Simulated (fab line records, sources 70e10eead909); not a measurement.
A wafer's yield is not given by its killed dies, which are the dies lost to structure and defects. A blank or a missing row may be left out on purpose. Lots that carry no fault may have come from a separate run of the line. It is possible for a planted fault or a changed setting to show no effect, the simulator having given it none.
The tool behind it: which one?	flow nand-harc	24 lots, 72 wafers sampled, at 4 steps of a route of 1302

== WHAT EACH GAUGE READ, for each wafer ==
NHARC_P_CONTACT_INSPECT_27. Usual: raw-defect-count 304, standard deviation 120.
lot	measured	on	raw-defect-count	flag
L074	day 6 05:56	defect-inspect-02	242 187 153	
L075	day 6 12:23	defect-inspect-02	318 307 313	
L076	day 7 03:45	defect-inspect-02	273 303 277	
L077	day 7 04:34	defect-inspect-01	124 200 363	
L079	day 8 01:24	defect-inspect-01	260 255 175	
L078	day 8 02:08	defect-inspect-02	177 380 467	
L080	day 8 12:44	defect-inspect-02	576 325 381	
L081	day 9 01:19	defect-inspect-02	311 301 348	
L082	day 9 07:25	defect-inspect-01	189 263 209	
L083	day 9 17:48	defect-inspect-01	112 161 322	
L084	day 10 05:05	defect-inspect-02	341 181 222	
L085	day 10 18:22	defect-inspect-02	306 384 219	
L086	day 10 23:32	defect-inspect-01	422 418 300	
L087	day 11 09:09	defect-inspect-01	379 369 186	
L088	day 12 01:27	defect-inspect-01	534 654 394	
L089	day 12 02:47	defect-inspect-02	161 154 208	
L090	day 13 00:58	defect-inspect-01	326 438 545	
L091	day 13 01:33	defect-inspect-01	470 219 267	
L092	day 13 08:56	defect-inspect-02	150 221 200	
L093	day 13 23:58	defect-inspect-01	325 499 265	
L094	day 14 04:17	defect-inspect-02	688 332 320	
L095	day 15 04:01	defect-inspect-02	248 230 323	
L096	day 15 06:51	defect-inspect-02	325 270 484	
L097	day 15 17:43	defect-inspect-01	374 224 314	

NHARC_P_M1_INSPECT_11. Usual: raw-defect-count 4.8, standard deviation 2.8.
lot	measured	on	raw-defect-count	flag
L074	day 6 11:13	defect-inspect-01	4 3 1	
L075	day 6 17:32	defect-inspect-01	10 10 10	
L076	day 7 08:43	defect-inspect-02	3 2 4	
L077	day 7 09:34	defect-inspect-02	1 2 4	
L079	day 8 06:23	defect-inspect-01	1 1 3	
L078	day 8 07:15	defect-inspect-01	8 7 7	
L080	day 8 17:43	defect-inspect-02	4 4 6	
L081	day 9 06:22	defect-inspect-01	2 2 2	
L082	day 9 12:29	defect-inspect-02	3 4 5	
L083	day 9 22:56	defect-inspect-02	7 2 5	
L084	day 10 10:20	defect-inspect-01	1 8 1	
L085	day 11 00:21	defect-inspect-02	9 10 6	
L086	day 11 04:45	defect-inspect-01	6 6 2	
L087	day 11 14:05	defect-inspect-02	12 10 8	
L088	day 12 06:24	defect-inspect-02	5 2 6	
L089	day 12 07:50	defect-inspect-02	6 0 7	
L090	day 13 05:47	defect-inspect-01	1 0 1	
L091	day 13 06:36	defect-inspect-02	3 5 12	
L092	day 13 13:56	defect-inspect-02	5 1 2	
L093	day 14 04:57	defect-inspect-01	5 4 6	
L094	day 14 09:19	defect-inspect-02	5 4 4	
L095	day 15 08:56	defect-inspect-01	3 6 4	
L096	day 15 13:10	defect-inspect-01	6 3 2	
L097	day 15 22:59	defect-inspect-02	2 2 3	

== TOOL THAT RAN EACH LOT (tool first, then ch and the chambers of the sampled wafers, then the start) ==
lot	NHARC_P_CONTACT_CMP_01	NHARC_P_CONTACT_CMP_24
L074	cmp-01 ch 1,2,3, day 6 02:02	cmp-02 ch 0,3, day 6 05:34
L075	cmp-02 ch 2,3, day 6 08:25	cmp-01 ch 1,2,3, day 6 11:59
L076	cmp-04 ch 0,1,2, day 6 23:40	cmp-04 ch 0,1,3, day 7 03:23
L077	cmp-04 ch 1,2,3, day 7 00:35	cmp-04 ch 0,1,2, day 7 04:10
L079	cmp-02 ch 1,2, day 7 21:23	cmp-01 ch 0,1, day 8 01:01
L078	cmp-04 ch 0,2,3, day 7 22:04	cmp-04 ch 2,3, day 8 01:44
L080	cmp-01 ch 0,1, day 8 08:37	cmp-01 ch 0,1,3, day 8 12:20
L081	cmp-02 ch 0,1,2, day 8 20:34	cmp-04 ch 0,1, day 9 00:55
L082	cmp-04 ch 1,3, day 9 03:28	cmp-01 ch 1,2, day 9 07:01
L083	cmp-04 ch 1,2,3, day 9 13:42	cmp-02 ch 0,2,3, day 9 17:24
L084	cmp-04 ch 0,1,3, day 10 01:10	cmp-02 ch 0,1,3, day 10 04:44
L085	cmp-04 ch 1,2, day 10 14:16	cmp-04 ch 2,3, day 10 17:59
L086	cmp-01 ch 1,2,3, day 10 19:36	cmp-04 ch 1,2, day 10 23:08
L087	cmp-02 ch 0,1, day 11 05:10	cmp-04 ch 1,2, day 11 08:45
L088	cmp-02 ch 0,2,3, day 11 21:21	cmp-01 ch 0,1,2, day 12 01:07
L089	cmp-01 ch 0,1, day 11 22:41	cmp-01 ch 1,2, day 12 02:23
L090	cmp-04 ch 0,2,3, day 12 20:52	cmp-04 ch 0,1,2, day 13 00:34
L091	cmp-02 ch 0,1, day 12 21:29	cmp-02 ch 1,2, day 13 01:10
L092	cmp-02 ch 0,1,3, day 13 04:52	cmp-04 ch 0,3, day 13 08:33
L093	cmp-01 ch 1,2, day 13 19:50	cmp-02 ch 0,1,3, day 13 23:36
L094	cmp-02 ch 0,2,3, day 14 00:19	cmp-01 ch 0,1,3, day 14 03:53
L095	cmp-04 ch 2,3, day 15 00:02	cmp-04 ch 0,2,3, day 15 03:39
L096	cmp-01 ch 0,1,2, day 15 02:44	cmp-01 ch 0,2,3, day 15 06:27
L097	cmp-01 ch 0,1,3, day 15 13:38	cmp-01 ch 0,2, day 15 17:20
- NHARC_P_CONTACT_CMP_01: polishes SiO2, target thk 200 nm.
- NHARC_P_CONTACT_CMP_24: polishes, t overpolish 30 s, target thk 200 nm.

== AS READ BY THE TOOLS THEMSELVES (means over the sampled wafers that have a number; for cases with no such wafer, the mark the record gives instead) ==
NHARC_P_CONTACT_CMP_01. Usual: motor-current-A 12.0 A, standard deviation 1.2.
lot	tool	motor-current-A (A)	flag
L074	cmp-01	11.7	
L075	cmp-02	11.4	
L076	cmp-04	12.6	
L077	cmp-04	11.9	
L079	cmp-02	13.0	
L078	cmp-04	11.7	
L080	cmp-01	10.7	
L081	cmp-02	12.6	
L082	cmp-04	12.9	
L083	cmp-04	12.0	
L084	cmp-04	12.5	
L085	cmp-04	12.0	
L086	cmp-01	11.6	
L087	cmp-02	13.3	
L088	cmp-02	12.5	
L089	cmp-01	10.9	
L090	cmp-04	11.6	
L091	cmp-02	13.1	
L092	cmp-02	12.4	
L093	cmp-01	11.2	
L094	cmp-02	12.1	
L095	cmp-04	11.3	
L096	cmp-01	11.2	
L097	cmp-01	11.0	

NHARC_P_CONTACT_CMP_24. Usual: motor-current-A 11.8 A, standard deviation 1.1; overpolish-run-s 30.001 s, standard deviation 0.0095; time-to-endpoint-s 39.7 s, standard deviation 2.7.
lot	tool	motor-current-A (A)	overpolish-run-s (s)	time-to-endpoint-s (s)	flag
L074	cmp-02	11.8	30.006	40.3	
L075	cmp-01	11.5	29.995	37.3	
L076	cmp-04	12.2	30.002	38.5	
L077	cmp-04	12.6	30.004	38.7	
L079	cmp-01	10.7	29.999	38.0	
L078	cmp-04	11.3	30.004	41.9	
L080	cmp-01	11.2	29.997	40.1	
L081	cmp-04	13.3	30.007	36.8	
L082	cmp-01	11.9	30.000	37.1	
L083	cmp-02	12.4	30.005	38.4	
L084	cmp-02	12.3	30.003	40.1	
L085	cmp-04	11.1	30.001	40.8	
L086	cmp-04	11.9	29.998	43.0	
L087	cmp-04	12.1	29.994	41.9	
L088	cmp-01	11.3	29.995	40.1	
L089	cmp-01	11.3	29.990	36.8	
L090	cmp-04	12.6	30.001	45.4	
L091	cmp-02	12.3	30.008	39.9	
L092	cmp-04	12.2	29.999	40.2	
L093	cmp-02	11.8	29.994	40.9	
L094	cmp-01	11.0	30.002	35.6	
L095	cmp-04	12.0	29.998	45.2	
L096	cmp-01	11.6	29.998	39.3	
L097	cmp-01	11.7	29.998	39.6	

== THE ANSWER, worked out from the rows above alone ==
Rule: a lot is off if the mean of its wafers that have a number lies more than 3 standard deviations from the usual mean. Also off: a lot with no number at a reading for which 4 or more lots have one. Any other lot the step has rows for is counted as sound. First the gauges in route order, then the tools' own readings, where a lot's mean is used as printed above. The first step at which some lot is off is used, and at that step the reading that is off furthest; a lot without a number counts as furthest.
None of the lots is off at any reading shown; this tells nothing.

== WHAT THE SIMULATOR HAD INSERTED ==
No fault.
